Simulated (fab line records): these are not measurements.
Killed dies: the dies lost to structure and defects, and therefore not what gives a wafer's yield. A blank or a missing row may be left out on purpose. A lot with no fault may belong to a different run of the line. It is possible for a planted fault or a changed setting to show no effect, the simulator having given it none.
fab line records | flow n5-finfet
[record] lots = 4 wafers = 12 last-day = 17
route steps=1938 shown BEOL_M4@1041 PASSIVATION@1936
lots untouched by any fault: they come from a run of this same line in which no faults occurred
start-h: start of the lot's first displayed wafer, in hours after the record's first day | wait-h: hours since the lot's step before | " the same as in the row above | L1.1+2: one row covering several wafers at once | - value missing, or start not given | * or withheld: withheld | < > ~ a bound
route shown NAME@n: NAME is a module with steps in the file, n the number in the route of the first one | usual: mean/standard deviation taken from wafers without a fault | same: alike in all rows | chamber/n: place in a boat | sites: per-site readings | _std_site: standard deviation of those values | _edge_site: outer sites' mean less inner sites' | radius-mm: how far each site lies from the wafer's centre | mask NAME#n: copy n | behind: the last tool/chamber to shape the wafer | hold: why the lot was held/for how many hours/how that ended | device: the transistor (n, p or np) that didn't switch | end of line: the route-end tests of the same wafers | a step with no rows: only its recipe | killed: count of dies lost to structure and defects at first sort (not the wafer's yield) | map: per-die view of a wafer (x killed, . not killed, _ where there is no die)
set.NAME: the setting as run; set.NAME@STEP: as run at that earlier step | model.NAME: the simulator's own value behind a step, which no gauge read
a table for each step, a row for each wafer; lots at some steps of the route
services: when a tool's chamber went out of use (start-h, in hours from the record's first day, below 0 if earlier), for how many hours, and the reason
[[steps]]
[step N5_BEOL_M4_STRIP_65]
[recipe] chemistry = N2/H2 temp-c = 40 n2-flow-sccm = 200 h2-flow-sccm = 200 rf-frequency-hz = 6e+07
[step N5_BEOL_M4_STRIP_75]
[recipe] chemistry = N2/H2 temp-c = 40 n2-flow-sccm = 200 h2-flow-sccm = 200 rf-frequency-hz = 6e+07
[step N5_BEOL_M4_STRIP_66]
[recipe] chemistry = CF4 resist = SiARC power-w = 300 bias-power-w = 75 pressure-mtorr = 50 cf4-flow-sccm = 150 rf-frequency-hz = 6e+07
[step N5_BEOL_M4_HM_OPEN_17]
[recipe] chemistry = Cl2/BCl3 target-depth-a = 200 overetch-a = 60 target = TiN mask-material = SOC ion-energy-ev = 150 pressure-mtorr = 10 icp-w = 1000 bias-w = 126 Cl2_flow_sccm = 53.25 bcl3-flow-sccm = 21.75 Ar_flow_sccm = 25
[step N5_BEOL_M4_STRIP_19]
[recipe] chemistry = O2 power-w = 400 temp-c = 40 pressure-mtorr = 30 rf-frequency-hz = 6e+07 bias-power-w = 0 overash-fraction = 0.2 o2-flow-sccm = 225
[step N5_BEOL_M4_COAT_67]
[recipe] resist = SOC temp-c = 250 time-s = 60 spin-rpm = 1500 resist-thk-nm = 60
[step N5_BEOL_M4_COAT_68]
[recipe] resist = SiARC temp-c = 220 time-s = 60 spin-rpm = 1500 resist-thk-nm = 12
[step N5_BEOL_M4_COAT_76]
[recipe] resist = underlayer temp-c = 205 time-s = 60 spin-rpm = 1500 resist-thk-nm = 5
[step N5_BEOL_M4_COAT_22]
[recipe] resist = CAR-EUV spin-rpm = 1500 resist-thk-nm = 30
[step N5_BEOL_M4_EBR_24]
[recipe] solvent = PGMEA ebr-width-mm = 1.5
[step N5_BEOL_M4_SOFTBAKE_23]
[recipe] temp-c = 110 time-s = 60 resist = CAR-EUV
[step N5_BEOL_M4_EXPOSE_25]
[recipe] mask-id = V3 na = 0.33 source-shape = quasar sigma-inner = 0.2 sigma-outer = 0.8 polarization = unpolarized defocus-nm = 5 dose-mj = 63
[usual] exposure-dose-mJ-cm2 = 62.83/0.067
[same] na = 0.33
// columns lot.wafer tool chamber start-h wait-h mask exposure-dose-mJ-cm2
L449.1 euv-scanner-02 0 175.76 - V3#0 62.93
L449.4 " 0 " " V3#0 62.86
L449.5 " 0 " " V3#0 62.94
L456.1 euv-scanner-02 0 218.48 - V3#0 55.51
L456.3 " 0 " " V3#0 55.56
L456.6 " 0 " " V3#0 55.53
L458.1 euv-scanner-02 0 235.57 - V3#0 56.94
L458.2 " 0 " " V3#0 56.91
L458.4 " 0 " " V3#0 56.95
L468.1 euv-scanner-01 0 300.98 - V3#0 62.79
L468.3 " 0 " " V3#0 62.80
L468.5 " 0 " " V3#0 62.90
[step N5_BEOL_M4_PEB_26]
[recipe] peb-temp-c = 100 peb-time-s = 60 resist = CAR-EUV
[step N5_BEOL_M4_DEVELOP_27]
[recipe] develop-time-s = 30 developer = TMAH resist = CAR-EUV rinse-liquid = surfactant-rinse dry = air-spin dev-temp-c = 23
[step N5_BEOL_M4_CD_MEAS_28]
[recipe] target-cd-nm = 26.2 landing-energy-ev = 500 detector = se-inlens target-cd-y-nm = 24.1 polarity = opening
[usual] cd-nm = 26.18/0.25
[same] landing-energy-ev = 500
// columns lot.wafer tool chamber start-h wait-h cd-nm
L449.1 cd-sem-02 0 175.90 - 26.50
L449.4 " 0 " " 26.22
L449.5 " 0 " " 26.15
L456.1 cd-sem-03 0 218.63 - 23.98
L456.3 " 0 " " 23.72
L456.6 " 0 " " 24.27
L458.1 cd-sem-03 0 235.72 - 24.33
L458.2 " 0 " " 24.84
L458.4 " 0 " " 24.24
L468.1 cd-sem-02 0 301.13 - 26.14
L468.3 " 0 " " 26.10
L468.5 " 0 " " 26.31
[step N5_BEOL_M4_DESCUM_33]
[recipe] chemistry = O2 time-s = 7 source-power-w = 50 bias-power-w = 20 pressure-mtorr = 20 rf-frequency-hz = 2.712e+07 temp-c = 40 resist = CAR-EUV o2-flow-sccm = 225
[step N5_BEOL_M4_ETCH_77]
[recipe] chemistry = N2/H2 target = underlayer target-depth-a = 65 mask-material = CAR-EUV time-s = 5.2 ion-energy-ev = 200 pressure-mtorr = 30 source-w = 840 bias-w = 150 n2-flow-sccm = 200 h2-flow-sccm = 200 ends = cleared
[step N5_BEOL_M4_ETCH_69]
[recipe] chemistry = CF4 target = SiARC target-depth-a = 156 mask-material = CAR-EUV time-s = 26 ion-energy-ev = 80 pressure-mtorr = 40 source-w = 545 bias-w = 36 Ar_flow_sccm = 100 cf4-flow-sccm = 100 ends = cleared
[step N5_BEOL_M4_ALD_98]
[recipe] material = SiO2 target-thk-a = 25 temp-c = 100 ald-precursor-family = BDEAS ald-co-reactant = O2-plasma pulse-time-s = 1 co-reactant-pulse-time-s = 1 purge-time-s = 2 co-reactant-purge-time-s = 2 ald-cycles = 17 pressure-torr = 2
[step N5_BEOL_M4_ETCHBACK_99]
[recipe] chemistry = CHF3 target = SiO2 target-depth-a = 50 time-s = 10.4 source-w = 215 bias-w = 47 Ar_flow_sccm = 200 CHF3_flow_sccm = 12 ion-energy-ev = 100 pressure-mtorr = 30
[step N5_BEOL_M4_ETCH_70]
[recipe] chemistry = N2/H2 target = SOC target-depth-a = 800 overetch-a = 240 mask-material = SiARC temp-c = 40 time-s = 130 ion-energy-ev = 200 pressure-mtorr = 30 source-w = 840 bias-w = 150 n2-flow-sccm = 200 h2-flow-sccm = 200
[step N5_BEOL_M4_STRIP_71]
[recipe] chemistry = N2/H2 temp-c = 40 n2-flow-sccm = 200 h2-flow-sccm = 200 rf-frequency-hz = 6e+07
[step N5_BEOL_M4_STRIP_78]
[recipe] chemistry = N2/H2 temp-c = 40 n2-flow-sccm = 200 h2-flow-sccm = 200 rf-frequency-hz = 6e+07
[step N5_BEOL_M4_VIA_ETCH_34]
[recipe] chemistry = C4F6/O2 target-depth-a = 694 mask-material = SOC pressure-mtorr = 15 ion-energy-ev = 250 taper-deg = 4 time-s = 65.9 source-w = 350 bias-w = 170 Ar_flow_sccm = 300 C4F6_flow_sccm = 10 O2_flow_sccm = 10
[step N5_BEOL_M4_STRIP_83]
[recipe] chemistry = C4F6/O2 resist = SiARC rf-frequency-hz = 6e+07
[step N5_BEOL_M4_STRIP_36]
[recipe] chemistry = N2/H2 power-w = 450 temp-c = 40 pressure-mtorr = 20 rf-frequency-hz = 6e+07 overash-fraction = 0.3 bias-power-w = 7 h2-frac = 0.5 n2-flow-sccm = 200 h2-flow-sccm = 200
[step N5_BEOL_M4_TRENCH_ETCH_37]
[recipe] chemistry = C4F6/O2 target-depth-a = 555.55 target = SiOC time-s = 29.2 ion-energy-ev = 250 pressure-mtorr = 30 source-w = 355 bias-w = 185 Ar_flow_sccm = 300 C4F6_flow_sccm = 10 O2_flow_sccm = 10
[step N5_BEOL_M4_ETCH_41]
[recipe] chemistry = CH3F/O2 target = SiCN target-depth-a = 299 taper-deg = 2 time-s = 52.5 ion-energy-ev = 120 mask-material = TiN pressure-mtorr = 30 source-w = 395 bias-w = 75 Ar_flow_sccm = 150 CH3F_flow_sccm = 30 O2_flow_sccm = 20
[step N5_BEOL_M4_STRIP_97]
[recipe] chemistry = N2/H2 time-s = 10 power-w = 450 temp-c = 40 pressure-mtorr = 20 rf-frequency-hz = 6e+07 bias-power-w = 7 n2-flow-sccm = 200 h2-flow-sccm = 200
[step N5_BEOL_M4_HM_STRIP_39]
[recipe] chemistry = peroxide-tin-strip material = TiN target-depth-a = 250 temp-c = 50 time-s = 158
[step N5_BEOL_M4_SRD_40]
[recipe] time-s = 30 temp-c = 23 rinse-liquid = diw dry = ipa-marangoni
[step N5_BEOL_M4_PRECLEAN_42]
[recipe] chemistry = residue-remover time-s = 60 temp-c = 40
[step N5_BEOL_M4_SRD_43]
[recipe] time-s = 30 temp-c = 23 rinse-liquid = diw dry = ipa-marangoni
[step N5_BEOL_M4_DEGAS_44]
[recipe] ambient = vacuum temp-c = 250 time-s = 60
[step N5_BEOL_M4_PRE_CLEAN_45]
[recipe] gas = H2/He time-s = 30 temp-c = 250
[step N5_BEOL_M4_ALD_84]
[recipe] material = TaN target-thk-a = * temp-c = 275 ald-precursor-family = PDMAT ald-co-reactant = NH3 pressure-torr = 3 carrier-flow-sccm = 1500 pulse-time-s = 2 purge-time-s = 3 co-reactant-purge-time-s = 2 co-reactant-pulse-time-s = 3 ald-cycles = 30 precursor-vessel-temp-c = 75 precursor-vessel-pressure-torr = 26.25 precursor-vessel-carrier-sccm = 1000
[step N5_BEOL_M4_SURFACE_TREAT_85]
[recipe] gas = Ar time-s = * ion-energy-ev = * ion-current-ma-cm2 = 0.5 pressure-mtorr = * ar-flow-sccm = 30
[step N5_BEOL_M4_RC_MEAS_101]
[usual] DIBL_N = 36.0/1.9 DIBL_P = 35.6/2.4 IOFF_N = 0.16/0.036 IOFF_P = 0.21/0.04 ION_N = 673/14 ION_P = 460/8.9 SS_N = 71.5/0.67 SS_P = 73.2/0.73 VT_N = 249/3.6 VT_P = -250/3.7
// columns lot.wafer tool chamber start-h wait-h DIBL_N[mV/V] DIBL_P[mV/V] IOFF_N[nA/um] IOFF_P[nA/um] ION_N[uA/um] ION_P[uA/um] SS_N[mV/dec] SS_P[mV/dec] VT_N[mV] VT_P[mV]
L449.1 prober-01 0 183.95 0.0 35.3 34.3 0.17 0.19 688 465 71.4 73.9 249 -250
L449.4 " 0 " " 34.6 34.1 0.16 0.19 684 458 71.0 73.2 248 -251
L449.5 " 0 " " 35.6 35.2 0.18 0.21 688 466 71.3 73.6 247 -249
L458.4 prober-01 0 246.58 0.5 37.0 36.5 0.16 0.21 676 466 71.1 72.8 250 -251
L468.1 prober-02 0 310.68 0.0 34.0 34.4 0.13 0.17 649 448 71.5 72.5 251 -253
L468.3 " 0 " " 36.0 36.3 0.16 0.20 671 458 72.0 73.4 252 -252
L468.5 " 0 " " 36.9 38.4 0.19 0.22 675 455 72.1 73.6 245 -251
[step N5_PASSIVATION_PROBE_49]
[usual] defect-limited-yield = 91.2/1.4 killed_at_M0_to_M3 = 32/9.3 killed_at_M4_up = 14/4.9 killed-at-contacts = 15/7.5 killed-at-front-end = 40/11 killed-at-other = 4/3.3 killed-dies = 104/17 killed-on-rim = 13/4.2 killed-open = 68/14 killed-short = 33/7.9 sort_bin_5_function = 5.2/0.99 sort_bin_6_memory = 3.2/0.65 sort-n-pass = 1076/17 sort-yield-pct = 91.1/1.5
[same] gross-dies = 1180 killed-at-back-side = 0 sort_bin_4_leakage[%] = 0 sort_bin_8_speed[%] = 0
// columns lot.wafer tool chamber start-h wait-h defect-limited-yield[%] killed_at_M0_to_M3 killed_at_M4_up killed-at-contacts killed-at-front-end killed-at-other killed-dies killed-on-rim killed-open killed-short sort_bin_5_function[%] sort_bin_6_memory[%] sort-n-pass sort-yield-pct[%]
L456.1 prober-02 - 324.86 0.0 2.4 29 1071 10 41 1 1152 149 51 38 71.8 9.5 28 2.4
L456.3 prober-02 - 324.96 0.1 2.4 35 1056 11 48 2 1152 149 75 41 71.2 11.4 28 2.4
L456.6 prober-02 - 325.11 0.3 2.8 38 1069 5 35 0 1147 148 49 38 73.4 10.2 33 2.8
L458.1 prober-02 - 346.06 0.0 36.6 27 637 20 54 10 748 98 83 41 40.8 19.0 432 36.6
L458.2 prober-02 - 346.11 0.1 38.6 49 606 30 33 6 724 80 97 32 38.4 19.2 456 38.6
L458.4 prober-02 - 346.21 0.2 36.4 47 610 23 66 4 750 107 107 44 40.0 18.2 430 36.4
// killed by level:class
L456.1 BEOL_M4:area-expose=1063 FIN_SAQP:geometric-particle:short=12 BEOL_M3:geometric-particle:open=9 FIN_SAQP:geometric-particle:open=6 MOL_CONTACT_COAG:geometric-particle:open=6 STI_FIN_REVEAL:geometric-particle:open=6 BEOL_M0_SAQP:geometric-particle:open=5 BEOL_M0_SAQP:geometric-particle:short=5
L456.3 BEOL_M4:area-expose=1034 FIN_SAQP:geometric-particle:short=12 BEOL_M4:geometric-particle:open=12 FIN_SAQP:geometric-particle:open=11 BEOL_M3:geometric-particle:open=9 BEOL_M0_SAQP:geometric-particle:short=9 MOL_CONTACT_COAG:geometric-particle:open=9 BEOL_M2:geometric-particle:open=5
L456.6 BEOL_M4:area-expose=1059 FIN_SAQP:geometric-particle:short=16 BEOL_M0_SAQP:geometric-particle:open=15 FIN_SAQP:geometric-particle:open=9 BEOL_M0_SAQP:geometric-particle:short=9 BEOL_M2:geometric-particle:open=9 MOL_CONTACT_COAG:geometric-particle:short=3 BEOL_M4:geometric-particle:short=3
L458.1 BEOL_M4:area-expose=621 MOL_CONTACT_COAG:geometric-particle:open=16 FIN_SAQP:geometric-particle:open=10 STI_FIN_REVEAL:geometric-particle:open=10 BEOL_M4:geometric-particle:open=10 GATE_CUT:geometric-particle:short=9 STI_FIN_REVEAL:geometric-particle:short=7 BEOL_M0_SAQP:geometric-particle:open=6
L458.2 BEOL_M4:area-expose=594 MOL_CONTACT_COAG:geometric-particle:open=26 STI_FIN_REVEAL:geometric-particle:open=17 BEOL_M0_SAQP:geometric-particle:open=14 BEOL_M0:geometric-particle:open=8 BEOL_M0_SAQP:geometric-particle:short=7 GATE_CUT:geometric-particle:open=5 BEOL_M2:geometric-particle:short=5
L458.4 BEOL_M4:area-expose=585 MOL_CONTACT_COAG:geometric-particle:open=17 HKMG_FIN:area-etch=14 BEOL_M3:geometric-particle:open=13 BEOL_M4:geometric-particle:open=12 STI_FIN_REVEAL:geometric-particle:open=11 BEOL_M2:geometric-particle:open=10 FIN_SAQP:geometric-particle:open=7
// map L456.1 (x killed, . not)
_________________xxxxxxxxxxxx________________
______________xxxx.x.xxxxxxxxxxx_____________
___________xxxxxxxxxxxxxxxxxxxxxxxx__________
__________xxxxxxxxxxxxxxxxxxxxxxxxxx_________
________xxxxxxxxxxxxxxxxxxxxxxxxxxxxxx_______
_______xxxxxxxxxxxxxxxxxxxxxxxxxxxxxxxx______
______xxxxxxxxxxxxxxxxxxxxxxxxxxxxxxxxxx_____
_____xxxxxxxxxxxxxxxxxxxxxxxxxxxxxxxxxxxx____
____xxxxxxxxxxxxxxxxx.xxxxxxxxxxxxxxxxxxxx___
___xxxxxxxxxxxxx.xxxxxxxxxxxxxxxxxxxxxxx.xx__
___xxxxxxxxxxxxxxxxxxxxxxxxxxxxxxxxxxxxxxxx__
__xxxxxxxxxxxxxxxxxxxxxxx.xxxxxxxxxxxxxxxxxx_
__xxxxxxxxxxxxxxxx.xxxxxx.xxxxxxxxxxxxxxxxxx_
_xx.xxxxxxxxxxxxxxxxxxxxxxxxxxxxxxxxxxxxxxxxx
_xxxxxxxxxxxxxxxxxxxx.xx.xxxxxxxxxxxxxxxxxxxx
_xxxxxxxxxx.xxxxxx.xxxxxxxxxxxxxxxxxxxxxxxxxx
_xxxxxxxxxxxxxxxxxxxxxxxxxxxxxxxxxxxxxxxxxxxx
_xxxxxxxxxxxxxxxxxxxxxxxxxxxxxxxxxxxxxxxxxxxx
_xxxxxxxxx.xxxxxxxxxxxxxxxxxxxxxxxxxxxxxxxxxx
_xxxxxxxxxxxxxxxxxxxxxxxxxxxxxxxxxxxx.xxxxxxx
_xxxxxxxxxxxxxxxxxxxxxxxxxxxxx.xxxxxxxxxxxxxx
__xxxxxxxxxxxxxxxxxxxxxxxxxxxxxxxxxxxxxxxxxx_
__xxxxxxxxxxxxxxxxxx.xxxxxx.xxxxxxxxxxxxxxxx_
___xxxxxxxxxxxxxxxxxxxxxx.xx..xxxxxxxxxxxxx__
___xxxxxxxxxxxxxxxxxxxxxxxxxxxxxxxxxxxxx.xx__
____xxxxxxxxxxxxxxxxxxxxxxxxxxxxxxxxxxxxxx___
_____xxxxxxxxxxxxxxxxxxxxxxxxxxxxxxxxxxxx____
______xxxxxxxxxxxxxxxxxxxxxxxxxxxxxxxxxx_____
_______xxxxxxxxxxxxxxxxxxxxxxxxxxxx.xxx______
________xxxxxxxxxxxxx.xxxxxxxxxxxxxxxx_______
__________xxxxxxxxxxxxxxxxxxxx.xxxxx_________
___________xxx.xxxxxxxxxxxxxxxx.xxx__________
______________xxxxxxxxxxxxxxxx.x_____________
_________________xxxxxxxxxxxx________________
// map L458.4 (x killed, . not)
_________________xxx.x.xx.x.x________________
______________xxx.xx.xx..x.xxx.x_____________
___________x.xxxx.xxx.xxxxxxxx.xx.x__________
__________xx.x.xxxxx..x...xxxxxxxxx._________
________x..xx.x.xx.x...xxxxxx..x...x.x_______
_______...x.xx.x.xx..xx.x...x.xxx.xxxxx______
______xxxxxx.xx..xx.x.x.....x..xxxx...xx_____
_____.xx.x.x.xx.xxxxx.....x.x.x.x.x.x.xxx____
____.xxxxx.xx....xxxxx.xxxxxxxxx.xxx.x.xx.___
___xxx..xxxx.xx.xx.xxxxxxxxxxx.xxxx.x.xx.xx__
___.xx..x.xxxx.x..x.......xxx.xx.xx.xxxx..x__
__xxx.xxx..xx.x.xxx.xxxxx..xx..xx.x.x.xxxxxx_
__x..xxxxxxxx..xx.x..xxx...xxxx.x.x..x.x.xxx_
_x.x.x.xx.xx.x.xxx..xxxx....xxx...x...xxxx..x
_xxxx...x......xxxx.x...xx.xx..x.x.x....xxx.x
_x...x...xxx...x.xx.x.xx.xxx.x.xxx.x.xxx.x..x
_xx...xx.x.xxx.xxx.xx..x.xxxxxxxx.x.xxxx.x...
_xx.x.xxxx.x.xx..xxxx.x.xx..xxx.xxxx.xxx..xxx
_x..x..x...xxx.x.xx..xx.xx.xxxxxxxx.xxxxx..xx
_xxxxxxxxxx.xx.x.x.x.xxxxxxx.x.x.xxxxxxx.xx.x
_xx..xx.x.xxxxxxxxxxx.x.xx.xxxxxxx...xx..xxxx
__xxx.xxxxx.xxxx...xx.xxxxxxxx..x.x.xxx.xxxx_
__.x.xx...x.x.xxxx.xx..x.x..xxxxxx.xxxx..xx._
___xx...x.x...x.xx..x.xxx.xxx..x..x....xxxx__
___xx.xxxxxxxxxx.x.xxxxxxx.xxxxx.x..xxxxxx.__
____.xx....xxx..xx.xxx..xxx.xxx.xx.xxx.x.x___
_____x.xx...xx..xxxxxxxxx.x...xx.x.xxxxxx____
______x.x...x.xx...x..xxx.x.xxx..xx.x..._____
_______.xxxxxxx.x.x.xxxx.xx..x.x.xx.x.x______
________x.x.xxxxxx..x.xx.xx.xxxxxx.xxx_______
__________xx.xxxx.xx.x...xxx.xxxx..._________
___________x.xxxx..x.x.xxxxxx.x.xxx__________
______________.x....xxxxxx...xxx_____________
_________________.xxx.x.xxxx.________________
[[services]]
// columns tool chamber start-h hours kind
euv-scanner-02 - 156.86 1.0 pm
euv-scanner-02 0 163.23 - calibration
euv-scanner-01 - 173.61 1.0 pm
euv-scanner-02 - 182.37 4.6 pm
euv-scanner-02 - 213.01 1.0 pm
euv-scanner-01 - 214.02 4.6 pm
euv-scanner-01 0 218.66 - calibration
euv-scanner-02 - 238.46 22.8 repair
euv-scanner-02 - 269.16 1.0 pm
euv-scanner-01 - 285.95 1.0 pm
[[key]]
[first-sign] step = N5_BEOL_M4_EXPOSE_25 reading = exposure-dose-mJ-cm2 direction = down sigmas = 98 usual = 62.83 struck = 56.23
[effect] step = N5_BEOL_M4_CD_MEAS_28 reading = cd-nm direction = down sigmas = 7.9 usual = 26.18 struck = 24.23 through = control-loop
[effect] step = N5_PASSIVATION_PROBE_49 reading = killed_at_M4_up direction = up sigmas = 99+ usual = 14 struck = 842
[more-kills-born-at] N5_BEOL_M4_EXPOSE_25@euv-scanner-02 = 4956
met-at N5_BEOL_M4_EXPOSE_25
struck-wafers L456.1,L456.3,L456.6,L458.1,L458.2,L458.4
later-rows-left-out L456.1,L456.3,L456.6,L458.1,L458.2
[loop-trim] step = N5_BEOL_M4_EXPOSE_25 setting = dose lots = L458
[baseline-loss] step = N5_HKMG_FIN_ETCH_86 wafers = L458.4
onset-between 175.76 218.48
[fault] kind = process-parameter-drift tool = euv-scanner-02 chamber = - onset-h = 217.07 steps = N5_BEOL_M4_EXPOSE_25 channel = dose-mj offset = -7.3232 shape = step acts-in = these-recipes-only stated = 63
// later-rows-left-out: the simulator's readings of these wafers behind a module that went badly wrong aren't trusted and aren't shown, but for the sort
// loop-trim: a control loop set the setting to another value than it would have without faults
// baseline-loss: these wafers lose ten dies or more at that step, a loss of the line's own and not of a fault; the sort's usual values leave them out
